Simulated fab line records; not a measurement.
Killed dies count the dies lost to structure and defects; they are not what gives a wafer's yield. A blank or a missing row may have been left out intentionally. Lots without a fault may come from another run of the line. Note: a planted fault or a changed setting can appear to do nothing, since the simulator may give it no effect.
A struck lot beside a sound one / flow n5-finfet / 45 steps out of a route of 1938
Sound: wafers L246.2, L246.3, L246.5. Struck: wafer L259.6. (L259.2 of the same lot was not struck and is left out.) The cause comes at the end.
Per side, at each step with rows, come the tool, then ch with its chambers, and then its first start. Under that, the readings that differ: sound wafers / struck wafers / difference of the means / sigmas: that difference in standard deviations of wafers without a fault.
alike: readings with means less than 2 such deviations apart, plus words and numbers identical on both sides. not compared: withheld readings, readings lacking a value on some wafer, bounds such as >300 that could conceal the same value, and numbers that have no deviation in the record and whose values overlap.
Wherever a step has rows on one side only, a row that says differs or no value, or a row with sigmas, the two part there. Numbers that don't overlap but have no deviation are shown without sigmas and don't part them. A reading that every wafer of one side lacks parts them only if that side has two wafers or more.

N5_BEOL_M6_SPUTTER_48: material Cu, target thk 10 nm, time 1.667 s.
  sound on pvd-sputter-03 at day 9 13:56; struck on pvd-sputter-02 at day 13 02:38
  alike: throttle-valve-pct
then, 3 steps without rows for these wafers: N5_BEOL_M6_ECD_50 (material Cu, target thk 300 nm); N5_BEOL_M6_ANNEAL_51 (time 90 s); N5_BEOL_M6_CMP_52 (polishes, stops on SiCOH lowk, t overpolish 6.9 s, target thk 80 nm).
N5_BEOL_M6_THK_MEAS_53: measures by xrf.
  sound on film-metro-01 at day 9 15:05; struck on film-metro-01 at day 13 03:46
  alike: M6_THK
then, 1 step without rows for these wafers: N5_BEOL_M6_PRE_CLEAN_55 (time 15 s).
N5_BEOL_M6_DEP_56: deposits SiCN from 3MS/NH3, target thk 10 nm, time 17.5 s.
  sound on pecvd-04 ch 0,2, day 9 15:10; struck on pecvd-01 ch 0, day 13 03:50
  alike: showerhead-plenum-p-Torr, throttle-valve-pct
N5_BEOL_M6_RS_MEAS_57: a four-point-probe measurement.
  sound on film-metro-01 at day 9 15:15; struck on film-metro-02 at day 13 03:54
  alike: M6_RS
N5_BEOL_M6_INSPECT_58: inspects for defects (darkfield).
  sound on defect-inspect-02 at day 9 15:17; struck on defect-inspect-02 at day 13 03:56
reading=raw-defect-count; sound=71 98 54; struck=131; difference=+57; sigmas=+2
N5_BEOL_M7_ILD_DEP_00: deposits SiCOH lowk from DEMS/porogen, target thk 179.75 nm, time 33.4 s.
  sound on pecvd-03 ch 0,1, day 9 15:19; struck on pecvd-02 ch 1, day 13 03:58
  alike: heater-power-w, showerhead-plenum-p-Torr, throttle-valve-pct
N5_BEOL_M7_CURE_74: cures SiCOH lowk, time 240 s.
  sound on uv-cure-03 ch 1, day 9 15:28; struck on uv-cure-01 ch 1, day 13 04:22
  alike: lamp-power-pct, wafer_temp_C_max
N5_BEOL_M7_THK_MEAS_01:
  sound on film-metro-01 at day 9 15:53; struck on film-metro-02 at day 13 04:47
  alike: M7_ILD_THK
N5_BEOL_M7_PECVD_70: deposits SiO2 from TEOS/O2, target thk 20 nm, time 22.7 s.
  sound on pecvd-01 ch 0,1, day 9 15:56; struck on pecvd-01 ch 0, day 13 04:50
reading=model.SiO2_of_BEOL_M7_PECVD_70.thk-nm (nm); sound=20.2 19.8 20.2; struck=28; difference=+8; sigmas=
  alike: heater-power-w, showerhead-plenum-p-Torr, throttle-valve-pct
then, 9 steps without rows for these wafers: N5_BEOL_M7_HM_DEP_02 (deposits TiN, target thk 20 nm); N5_BEOL_M7_COAT_59 (time 60 s, resist thk 100 nm); N5_BEOL_M7_COAT_60 (time 60 s, resist thk 35 nm); N5_BEOL_M7_COAT_05 (resist thk 90 nm); N5_BEOL_M7_EBR_07; N5_BEOL_M7_SOFTBAKE_06 (time 60 s); N5_BEOL_M7_EXPOSE_08 (exposes mask M7); N5_BEOL_M7_PEB_09 (peb time 60 s); N5_BEOL_M7_DEVELOP_10 (develop time 30 s).
N5_BEOL_M7_CD_MEAS_11: the cd target is 38.5 nm.
  sound on cd-sem-03 ch 0, day 9 17:13; struck on cd-sem-03 ch 0, day 13 05:23
reading=cd-nm (nm); sound=38.4 39.1 38.7; struck=37.4; difference=-1.3; sigmas=-2
N5_BEOL_M7_OVL_MEAS_12:
  sound on overlay-02 ch 0, day 9 17:14; struck on overlay-01 ch 0, day 13 05:25
  alike: M7_OVL
N5_BEOL_M7_INSPECT_13: inspects for defects (brightfield).
  sound on defect-inspect-01 at day 9 17:16; struck on defect-inspect-01 at day 13 05:26
  alike: raw-defect-count
N5_BEOL_M7_DESCUM_16: chemistry O2, time 7.9 s.
  sound on rie-diel-03 ch 0,2,3, day 9 17:19; struck on rie-diel-03 ch 3, day 13 05:31
  alike: drypump-motor-current-A, oes-product-au, rf-vpp-V, showerhead-plenum-p-Torr, throttle-valve-pct
  not compared: rf-hours-counter-h
then, 6 steps without rows for these wafers: N5_BEOL_M7_ETCH_61 (etches SiARC in CF4, target depth 45.5 nm, time 75.8 s); N5_BEOL_M7_ETCH_62 (etches SOC in N2/H2, target depth 110 nm, overetch 22 nm, time 165 s); N5_BEOL_M7_STRIP_68 (strips in N2/H2); N5_BEOL_M7_STRIP_67 (strips in CF4); N5_BEOL_M7_HM_OPEN_17 (chemistry Cl2/BCl3, target TiN, target depth 20 nm, overetch 6 nm); N5_BEOL_M7_STRIP_19 (strips in O2).
N5_BEOL_M7_CD_MEAS_18: pitch 80 nm, target cd 40 nm.
  sound on cd-sem-02 at day 9 17:56; struck on cd-sem-01 at day 13 06:04
  alike: cd-nm
then, 9 steps without rows for these wafers: N5_BEOL_M7_COAT_63 (time 60 s, resist thk 60 nm); N5_BEOL_M7_COAT_64 (time 60 s, resist thk 12 nm); N5_BEOL_M7_COAT_71 (time 60 s, resist thk 5 nm); N5_BEOL_M7_COAT_22 (resist thk 30 nm); N5_BEOL_M7_EBR_24; N5_BEOL_M7_SOFTBAKE_23 (time 60 s); N5_BEOL_M7_EXPOSE_25 (exposes mask V6, target cd 40 nm); N5_BEOL_M7_PEB_26 (peb time 60 s); N5_BEOL_M7_DEVELOP_27 (develop time 30 s).
N5_BEOL_M7_HM_STRIP_39: strips TiN in peroxide tin strip, target depth 25 nm, time 158 s.
  sound on wet-bench-02 ch 0,1,7, day 9 20:40; struck on wet-bench-04 ch 0, day 13 07:11
reading=model.SiO2_of_BEOL_M7_PECVD_70.thk-nm (nm); sound=20 19.6 20; struck=27.8; difference=+7.9; sigmas=
N5_BEOL_M7_CMP_52: polishes, stops on SiCOH lowk, t overpolish 6.9 s, target thk 80 nm.
  sound on cmp-01 ch 0,2,3, day 9 22:54; struck on cmp-01 ch 1, day 13 11:23
reading=barrier-field-endpoint-s (s); sound=30.2 28.5 28.8; struck=38.8; difference=+9.6; sigmas=+12
  alike: motor-current-A
-- record jumps: 4 days separate the struck wafers' starts on either side; left off in module BEOL_M7, taken up again in module PASSIVATION, whose first shown step is the route's number 1936 --
N5_PASSIVATION_PROBE_49:
  record: rows for the struck wafers here (prober-02, day 17 06:26), none for the sound ones

## WHERE THEY PART
At N5_BEOL_M6_INSPECT_58 first; at N5_PASSIVATION_PROBE_49 last (within this record only).

WHY: what had been put in by the simulator
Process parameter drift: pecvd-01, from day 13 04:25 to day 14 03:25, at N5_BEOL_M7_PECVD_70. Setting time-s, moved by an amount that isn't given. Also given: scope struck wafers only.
